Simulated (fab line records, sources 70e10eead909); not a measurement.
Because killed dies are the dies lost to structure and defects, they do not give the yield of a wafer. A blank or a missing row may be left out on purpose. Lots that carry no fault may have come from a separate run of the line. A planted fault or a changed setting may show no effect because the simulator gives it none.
fab line records + flow nandHarc
record
- lots=6
- wafers=18
- lastDay=26
route steps=1159 shown A_ONON_D1@445 A_CHANNEL_HOLE_D1@450 END@1159
lots that met no fault: taken from a fault-free run of the same line
startH: the number of hours between the record's first day and the start of the first shown wafer of the lot + waitH: hours elapsed since this lot's preceding step + " as in the row above + L1.1+2: several wafers, shown together as one row + - either no value or no given start + * or withheld: withheld + < > ~ a bound
route shown NAME@n: names a module that has steps shown in the file, with the first one's number in the route + usual: mean and standard deviation over wafers with no fault + same: alike in all rows + chamber/n: place in a boat + sites: each site's reading + _std_site: how widely they spread, as a standard deviation + _edge_site: outer sites' mean less inner sites' + radiusMm: how far each site lies from the wafer's centre + mask NAME#n: copy n + behind: the tool/chamber that last shaped the wafer + hold: reason for holding the lot/hours on hold/outcome of the hold + device: transistor that didn't switch, given as n, p or np + end of line: tests run on the same wafers once the route is complete + for a step that has no rows: nothing shown but its recipe + killed: dies lost to structure and defects at the first sort, not the wafer's yield + map: the dies of a wafer, with x for killed, . for not killed, _ for no die there
set.NAME: setting as actually run; set.NAME@STEP: the setting as run at that earlier step + model.NAME: the simulator's own value behind a step, which no gauge read
lots at selected steps of the route; one table per step, one row per wafer
services: from which hour (startH, from the record's first day; less than 0 if before it) a tool's chamber was out of use, for how many hours, and why
## steps
# step NHARC_A_ONON_D1_THK_MEAS_30
# recipe
- thkMeasGauge=ellipsometry
# usual
- thkNm=1001/7.6
| lot.wafer | tool         | chamber | startH | waitH | thkNm |
|-----------|--------------|---------|--------|-------|-------|
| L116.1    | filmMetro-01 | -       | 214.17 | -     | 1011  |
| L116.2    | "            | -       | "      | "     | 1009  |
| L116.4    | "            | -       | "      | "     | 1010  |
| L114.2    | filmMetro-01 | -       | 214.53 | -     | 1016  |
| L114.3    | "            | -       | "      | "     | 1016  |
| L114.6    | "            | -       | "      | "     | 1016  |
| L123.3    | filmMetro-01 | -       | 259.26 | -     | 1003  |
| L123.4    | "            | -       | "      | "     | 998   |
| L123.6    | "            | -       | "      | "     | 998   |
| L126.1    | filmMetro-01 | -       | 292.27 | -     | 1007  |
| L126.4    | "            | -       | "      | "     | 1007  |
| L126.6    | "            | -       | "      | "     | 1006  |
| L129.3    | filmMetro-01 | -       | 292.38 | -     | 998   |
| L129.5    | "            | -       | "      | "     | 998   |
| L129.6    | "            | -       | "      | "     | 999   |
| L131.3    | filmMetro-02 | -       | 306.09 | -     | 992   |
| L131.4    | "            | -       | "      | "     | 993   |
| L131.5    | "            | -       | "      | "     | 993   |
# step NHARC_A_ONON_D1_DEP_33
# recipe
- targetThkA=2000
- tempC=400
- pressureTorr=6.5
- rfW=900
- teosFlowSccm=161.4
- flowSccm=2650
- targetThkNm=200
- gas=O2
- material=SiO2
# usual
- heaterPowerW=548/75
- showerheadVppV=1842/73
- susceptorTempC=400.02/0.23
- throttleValvePct=15.5/0.55
| lot.wafer | tool     | chamber | startH | waitH | heaterPowerW | showerheadVppV | susceptorTempC | throttleValvePct |
|-----------|----------|---------|--------|-------|--------------|----------------|----------------|------------------|
| L116.1    | pecvd-04 | 1       | 214.27 | 0.1   | 554          | 1976           | 399.92         | 16.0             |
| L116.2    | "        | 2       | "      | "     | 539          | 1722           | 399.67         | 15.5             |
| L116.4    | "        | 1       | "      | "     | 563          | 1936           | 400.06         | 16.0             |
| L114.3    | pecvd-02 | 2       | 214.59 | 0.1   | 452          | 1940           | 399.85         | 14.6             |
| L114.2    | "        | 1       | "      | "     | 646          | 1758           | 400.11         | 15.9             |
| L114.6    | "        | 2       | "      | "     | 470          | 1942           | 399.80         | 14.8             |
| L123.3    | pecvd-01 | 0       | 259.40 | 0.1   | 519          | 1846           | 400.18         | 16.0             |
| L123.4    | "        | 1       | "      | "     | 584          | 1810           | 400.22         | 15.0             |
| L123.6    | "        | 0       | "      | "     | 544          | 1807           | 400.11         | 16.2             |
| L126.1    | pecvd-01 | 2       | 292.33 | 0.1   | 769          | 1839           | 399.66         | 16.0             |
| L126.6    | "        | 2       | "      | "     | 603          | 1873           | 399.78         | 16.1             |
| L126.4    | "        | 1       | "      | "     | 520          | 1745           | 400.36         | 15.0             |
| L129.3    | pecvd-02 | 2       | 292.57 | 0.2   | 372          | 1871           | 399.68         | 15.0             |
| L129.6    | "        | 2       | "      | "     | 400          | 1924           | 400.15         | 14.8             |
| L129.5    | "        | 0       | "      | "     | 570          | 1830           | 399.90         | 15.2             |
| L131.3    | pecvd-04 | 0       | 306.24 | 0.1   | 505          | 1836           | 400.11         | 15.9             |
| L131.5    | "        | 2       | "      | "     | 440          | 1762           | 400.01         | 15.9             |
| L131.4    | "        | 0       | "      | "     | 528          | 1841           | 400.08         | 16.2             |
# step NHARC_A_ONON_D1_THK_MEAS_34
# recipe
- thkMeasGauge=ellipsometry
# usual
- thkNm=200/3.1
| lot.wafer | tool         | chamber | startH | waitH | thkNm |
|-----------|--------------|---------|--------|-------|-------|
| L116.1    | filmMetro-02 | -       | 214.64 | -     | 202   |
| L116.2    | "            | -       | "      | "     | 200   |
| L116.4    | "            | -       | "      | "     | 203   |
| L114.2    | filmMetro-02 | -       | 215.00 | -     | 198   |
| L114.3    | "            | -       | "      | "     | 202   |
| L114.6    | "            | -       | "      | "     | 203   |
| L123.3    | filmMetro-02 | -       | 259.73 | -     | 198   |
| L123.4    | "            | -       | "      | "     | 203   |
| L123.6    | "            | -       | "      | "     | 196   |
| L126.1    | filmMetro-01 | -       | 292.74 | -     | 195   |
| L126.4    | "            | -       | "      | "     | 200   |
| L126.6    | "            | -       | "      | "     | 198   |
| L129.3    | filmMetro-02 | -       | 292.99 | 0.3   | 203   |
| L129.5    | "            | -       | "      | "     | 202   |
| L129.6    | "            | -       | "      | "     | 203   |
| L131.3    | filmMetro-02 | -       | 306.56 | -     | 200   |
| L131.4    | "            | -       | "      | "     | 199   |
| L131.5    | "            | -       | "      | "     | 198   |
# step NHARC_A_ONON_D1_INSPECT_32
# usual
- rawDefectCount=84/28
| lot.wafer | tool             | chamber | startH | waitH | rawDefectCount |
|-----------|------------------|---------|--------|-------|----------------|
| L116.1    | defectInspect-02 | -       | 214.70 | 0.0   | 87             |
| L116.2    | "                | -       | "      | "     | 42             |
| L116.4    | "                | -       | "      | "     | 72             |
| L114.2    | defectInspect-02 | -       | 215.06 | 0.0   | 91             |
| L114.3    | "                | -       | "      | "     | 77             |
| L114.6    | "                | -       | "      | "     | 96             |
| L123.3    | defectInspect-01 | -       | 259.81 | 0.0   | 93             |
| L123.4    | "                | -       | "      | "     | 103            |
| L123.6    | "                | -       | "      | "     | 71             |
| L126.1    | defectInspect-01 | -       | 292.83 | 0.0   | 119            |
| L126.4    | "                | -       | "      | "     | 50             |
| L126.6    | "                | -       | "      | "     | 50             |
| L129.3    | defectInspect-01 | -       | 293.07 | 0.0   | 71             |
| L129.5    | "                | -       | "      | "     | 110            |
| L129.6    | "                | -       | "      | "     | 104            |
| L131.3    | defectInspect-01 | -       | 306.63 | 0.0   | 63             |
| L131.4    | "                | -       | "      | "     | 66             |
| L131.5    | "                | -       | "      | "     | 56             |
# step NHARC_A_CHANNEL_HOLE_D1_DEP_00
# recipe
- targetThkA=31000
- tempC=400
- material=aC
# usual
- susceptorTempC=399.99/0.24
- throttleValvePct=35.002/0.0086
| lot.wafer | tool      | chamber | startH | waitH | susceptorTempC | throttleValvePct |
|-----------|-----------|---------|--------|-------|----------------|------------------|
| L116.1    | aclDep-02 | 0       | 215.46 | 0.8   | 400.11         | 35.022           |
| L116.2    | "         | 0       | "      | "     | 400.23         | 35.017           |
| L116.4    | "         | 0       | "      | "     | 399.84         | 34.990           |
| L114.2    | aclDep-03 | 0       | 216.27 | 1.2   | 400.22         | 35.009           |
| L114.3    | "         | 0       | "      | "     | 400.13         | 35.008           |
| L114.6    | "         | 0       | "      | "     | 400.11         | 35.007           |
| L123.3    | aclDep-01 | 0       | 263.74 | 3.9   | 400.33         | 35.008           |
| L123.4    | "         | 0       | "      | "     | 400.07         | 35.005           |
| L123.6    | "         | 0       | "      | "     | 400.17         | 34.990           |
| L126.1    | aclDep-03 | 0       | 292.90 | 0.1   | 399.62         | 34.992           |
| L126.4    | "         | 0       | "      | "     | 399.93         | 35.000           |
| L126.6    | "         | 0       | "      | "     | 399.96         | 35.004           |
| L129.3    | aclDep-03 | 0       | 297.19 | 4.1   | 399.78         | 34.994           |
| L129.5    | "         | 0       | "      | "     | 399.92         | 35.008           |
| L129.6    | "         | 0       | "      | "     | 399.72         | 35.008           |
| L131.3    | aclDep-03 | 0       | 314.15 | 7.5   | 400.12         | 34.998           |
| L131.4    | "         | 0       | "      | "     | 399.80         | 34.999           |
| L131.5    | "         | 0       | "      | "     | 399.77         | 35.004           |
# step NHARC_A_CHANNEL_HOLE_D1_DEP_01
# recipe
- targetThkA=1400
- targetThkNm=140
- tempC=400
- pressureTorr=3.5
- flowSccm=200
- rfW=350
- material=SiON
# usual
- heaterPowerW=733/64
- showerheadVppV=1162/58
- susceptorTempC=399.98/0.22
| lot.wafer | tool     | chamber | startH | waitH | heaterPowerW | showerheadVppV | susceptorTempC |
|-----------|----------|---------|--------|-------|--------------|----------------|----------------|
| L116.1    | pecvd-04 | 1       | 217.72 | 1.9   | 702          | 1228           | 400.16         |
| L116.2    | "        | 0       | "      | "     | 639          | 1174           | 400.24         |
| L116.4    | "        | 1       | "      | "     | 719          | 1212           | 400.31         |
| L114.3    | pecvd-04 | 0       | 218.06 | 1.2   | 655          | 1157           | 399.75         |
| L114.2    | "        | 1       | "      | "     | 806          | 1204           | 399.59         |
| L114.6    | "        | 0       | "      | "     | 662          | 1171           | 399.77         |
| L123.3    | pecvd-04 | 0       | 265.09 | 1.0   | 678          | 1173           | 400.06         |
| L123.4    | "        | 2       | "      | "     | 692          | 1090           | 399.94         |
| L123.6    | "        | 0       | "      | "     | 678          | 1156           | 399.93         |
| L126.1    | pecvd-04 | 1       | 294.90 | 1.7   | 743          | 1214           | 399.96         |
| L126.4    | "        | 0       | "      | "     | 655          | 1166           | 399.46         |
| L126.6    | "        | 1       | "      | "     | 740          | 1191           | 399.80         |
| L129.3    | pecvd-04 | 2       | 298.48 | 1.0   | 699          | 1108           | 400.27         |
| L129.5    | "        | 2       | "      | "     | 689          | 1093           | 399.89         |
| L129.6    | "        | 0       | "      | "     | 749          | 1170           | 400.32         |
| L131.3    | pecvd-03 | 1       | 315.47 | 1.0   | 863          | 1194           | 399.95         |
| L131.5    | "        | 1       | "      | "     | 881          | 1215           | 399.88         |
| L131.4    | "        | 0       | "      | "     | 845          | 1117           | 400.13         |
# step NHARC_A_CHANNEL_HOLE_D1_DEHYDRATE_02
# recipe
- tempC=150
- timeS=120
# step NHARC_A_CHANNEL_HOLE_D1_HMDS_03
# recipe
- timeS=30
# step NHARC_A_CHANNEL_HOLE_D1_COAT_36
# recipe
- tempC=260
- timeS=75
# step NHARC_A_CHANNEL_HOLE_D1_COAT_37
# recipe
- tempC=225
- timeS=65
# step NHARC_A_CHANNEL_HOLE_D1_COAT_04
# recipe
- spinRpm=1500
- resistThkNm=90
# step NHARC_A_CHANNEL_HOLE_D1_SOFTBAKE_05
# recipe
- tempC=105
- timeS=55
# usual
- heaterPowerTotalW=188.44/0.14
- resistLineTempC=23.02/0.11
| lot.wafer | tool          | chamber | startH | waitH | heaterPowerTotalW | resistLineTempC |
|-----------|---------------|---------|--------|-------|-------------------|-----------------|
| L116.1    | lithoTrack-06 | 0       | 217    | -     | 194.60            | 23.25           |
| L116.2    | "             | 0       | "      | "     | 194.61            | 23.15           |
| L116.4    | "             | 0       | "      | "     | 194.72            | 23.07           |
| L114.2    | lithoTrack-06 | 0       | 218    | -     | 194.73            | 22.88           |
| L114.3    | "             | 0       | "      | "     | 194.60            | 22.94           |
| L114.6    | "             | 0       | "      | "     | 194.70            | 22.95           |
| L123.3    | lithoTrack-01 | 0       | 265    | -     | 188.43            | 22.96           |
| L123.4    | "             | 0       | "      | "     | 188.42            | 23.07           |
| L123.6    | "             | 0       | "      | "     | 188.39            | 22.96           |
| L126.1    | lithoTrack-01 | 0       | 295    | -     | 188.28            | 22.95           |
| L126.4    | "             | 0       | "      | "     | 188.39            | 23.15           |
| L126.6    | "             | 0       | "      | "     | 188.33            | 23.04           |
| L129.3    | lithoTrack-04 | 0       | 298    | -     | 188.44            | 23.01           |
| L129.5    | "             | 0       | "      | "     | 188.44            | 23.05           |
| L129.6    | "             | 0       | "      | "     | 188.32            | 22.96           |
| L131.3    | lithoTrack-06 | 0       | 315    | -     | 188.45            | 22.95           |
| L131.4    | "             | 0       | "      | "     | 188.66            | 23.05           |
| L131.5    | "             | 0       | "      | "     | 188.39            | 23.03           |
# step NHARC_A_CHANNEL_HOLE_D1_EBR_06
# step NHARC_END_SORT_01
# recipe
- tempC=25
# usual
- killedAtArray=27/12
- killedAtOther=0.9/1.1
- killedAtPeriphery=3.2/2.4
- killedDies=31/12
- killedOpen=3.3/1.7
- killedShort=2.0/1.6
# same
- grossDies=677
| lot.wafer | tool      | chamber | startH | waitH | killedAtArray | killedAtOther | killedAtPeriphery | killedDies | killedOpen | killedShort |
|-----------|-----------|---------|--------|-------|---------------|---------------|-------------------|------------|------------|-------------|
| L123.3    | prober-02 | 0       | 596.30 | 3.1   | 27            | 2             | 0                 | 29         | 1          | 1           |
| L123.4    | prober-02 | 0       | 597.10 | 3.4   | 35            | 1             | 1                 | 37         | 4          | 5           |
| L123.6    | prober-02 | 0       | 598.70 | 4.0   | 33            | 0             | 0                 | 33         | 3          | 6           |
| L129.3    | prober-02 | 0       | 611.89 | 3.1   | 29            | 0             | 5                 | 34         | 3          | 3           |
| L129.5    | prober-02 | 0       | 613.51 | 3.7   | 39            | 0             | 4                 | 43         | 7          | 0           |
| L129.6    | prober-02 | 0       | 614.32 | 4.1   | 25            | 0             | 5                 | 30         | 3          | 1           |
# killed by level:class
L123.3 A_CHANNEL_HOLE_D1:chamberFilmFlake=21 A_CONTACT:chamberFilmFlake=4 A_CHANNEL_HOLE_D1:geometricParticle:open=1 A_WL_FILL:geometricParticle:short=1 HYBRID_BOND:chamberFilmFlake=1 THIN_TSV:chamberFilmFlake=1
L123.4 A_CHANNEL_HOLE_D1:chamberFilmFlake=24 A_STAIRCASE:chamberFilmFlake=3 A_ONON_D1:geometricParticle:short=2 A_WL_FILL:geometricParticle:open=2 P_GATE:geometricParticle:open=1 A_CHANNEL_FILL_D1:geometricParticle:short=1 A_CONTACT:geometricParticle:open=1 A_M0:geometricParticle:short=1
L123.6 A_CHANNEL_HOLE_D1:chamberFilmFlake=18 A_STAIRCASE:chamberFilmFlake=5 A_ONON_D1:geometricParticle:short=2 A_STAIRCASE:geometricParticle:short=1 A_SGD_CUT:geometricParticle:short=1 A_SGD_CUT:geometricParticle:open=1 A_WL_FILL:geometricParticle:short=1 A_WL_FILL:geometricParticle:open=1
L129.3 A_CHANNEL_HOLE_D1:chamberFilmFlake=20 P_M0:geometricParticle:open=3 A_STAIRCASE:chamberFilmFlake=3 A_ZERO_WELL:chamberFilmFlake=2 A_CONTACT:chamberFilmFlake=2 P_M0:geometricParticle:short=1 P_M2:geometricParticle:short=1 A_CHANNEL_FILL_D1:geometricParticle:short=1
L129.5 A_CHANNEL_HOLE_D1:chamberFilmFlake=26 A_STAIRCASE:chamberFilmFlake=4 A_ONON_D1:geometricParticle:open=2 A_M1:chamberFilmFlake=2 P_M0:geometricParticle:open=1 P_M2:geometricParticle:open=1 A_SOURCE_PLATE:geometricParticle:open=1 A_WL_FILL:geometricParticle:open=1
L129.6 A_CHANNEL_HOLE_D1:chamberFilmFlake=17 P_GATE:chamberFilmFlake=3 A_SOURCE_PLATE:geometricParticle:open=2 A_ZERO_WELL:chamberFilmFlake=2 A_CONTACT:chamberFilmFlake=2 P_CONTACT:geometricParticle:open=1 A_CHANNEL_FILL_D1:geometricParticle:short=1 P_ZERO_WELL:chamberFilmFlake=1
## services
| tool          | chamber | startH | hours | kind      |
|---------------|---------|--------|-------|-----------|
| pecvd-04      | -       | 195.00 | 13.0  | pm        |
| pecvd-04      | 0       | 195.00 | 13.0  | ventCycle |
| pecvd-04      | 1       | 195.00 | 13.0  | ventCycle |
| pecvd-04      | 2       | 195.00 | 13.0  | ventCycle |
| pecvd-01      | -       | 197.14 | 2.9   | repair    |
| pecvd-04      | 0       | 208.00 | -     | clean     |
| pecvd-04      | 1       | 208.00 | -     | clean     |
| pecvd-04      | 2       | 208.00 | -     | clean     |
| pecvd-02      | 1       | 220.50 | 8.3   | repair    |
| pecvd-03      | 0       | 221.68 | 15.8  | repair    |
| aclDep-03     | -       | 225.24 | 13.0  | pm        |
| pecvd-01      | -       | 237.40 | 13.0  | pm        |
| pecvd-01      | 0       | 237.40 | 13.0  | ventCycle |
| pecvd-01      | 1       | 237.40 | 13.0  | ventCycle |
| pecvd-01      | 2       | 237.40 | 13.0  | ventCycle |
| pecvd-01      | 0       | 250.40 | -     | clean     |
| pecvd-01      | 1       | 250.40 | -     | clean     |
| lithoTrack-01 | -       | 268.00 | 7.0   | pm        |
| pecvd-03      | -       | 269.57 | 2.2   | repair    |
| pecvd-04      | -       | 282.63 | 0.8   | repair    |
| lithoTrack-06 | -       | 292.00 | 7.0   | pm        |
| pecvd-03      | -       | 292.23 | 13.0  | pm        |
| aclDep-01     | -       | 294.18 | 13.0  | pm        |
| pecvd-04      | -       | 300.75 | 2.5   | repair    |
## key
firstSign
- step=NHARC_A_CHANNEL_HOLE_D1_SOFTBAKE_05
- reading=heaterPowerTotalW
- direction=up
- sigmas=46
- usual=*
- struck=*
effect none on later readings
metAt NHARC_A_CHANNEL_HOLE_D1_SOFTBAKE_05
struckWafers L114.2,L114.3,L114.6,L116.1,L116.2,L116.4
testerLeftOut L114,L116
fault
- kind=processParameterDrift
- tool=lithoTrack-06
- chamber=-
- onsetH=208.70
- steps=NHARC_A_CHANNEL_HOLE_D1_SOFTBAKE_05
- channel=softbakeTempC
- offset=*
- shape=step
- endH=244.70
- actsIn=*
- stated=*
# testerLeftOut: of these lots the tester's yield and bins aren't shown, on N5 and GAA mostly nor the transistor test; their killed dies are dies lost to structure and defects alone, not to doping, threshold or leakage, so they don't give the yield
